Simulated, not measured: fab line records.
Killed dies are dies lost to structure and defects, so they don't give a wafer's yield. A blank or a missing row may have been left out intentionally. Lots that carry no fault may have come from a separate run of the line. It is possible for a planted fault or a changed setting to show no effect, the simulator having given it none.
Matching of chambers	flow nandHarc	pecvd-01 running NHARC_P_M2_PRE_CLEAN_32: 3 sister chambers
The step time 12 s. 6 wafers are shown with their chamber, then 7 later ones without.

== WAFERS PAIRED WITH THEIR CHAMBERS ==
wafer	chamber	heaterPowerW (W)
L083.1	1	818
L084.2	0	626
L084.3	2	598
L084.6	2	608
L088.1	0	624
L088.2	1	834

== WAFERS WHOSE CHAMBER IS MISSING ==
wafer	heaterPowerW (W)
L088.5	610
L088.3	561
L088.4	814
L088.6	564
L096.1	774
L096.4	552
L096.5	676

== WHICH CHAMBER EACH WENT THROUGH ==
wafer	from the rows above	in truth
L088.5	can't be placed: 2 or 0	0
L088.3	2	2
L088.4	1	1
L088.6	2	2
L096.1	1	1
L096.4	2	2
L096.5	0	0
Placed correctly: 6 of 7. Cannot be placed on the basis of these rows: 1; the candidates contain the true chamber in 1. 0 placed wrongly.
How it was worked out, from the rows above alone: a wafer's distance from a chamber is the root of the sum, over the readings, of the square of ((its reading less the chamber's mean) divided by the reading's scatter). If the next closest chamber is less than 2 further off than the closest, the wafer can't be placed; otherwise it belongs to the closest. The mean given for a chamber averages the wafers shown for that chamber. The scatter: the root of (the sum of the squares of (reading less its chamber's mean) over the shown wafers, divided by (wafers less chambers)).
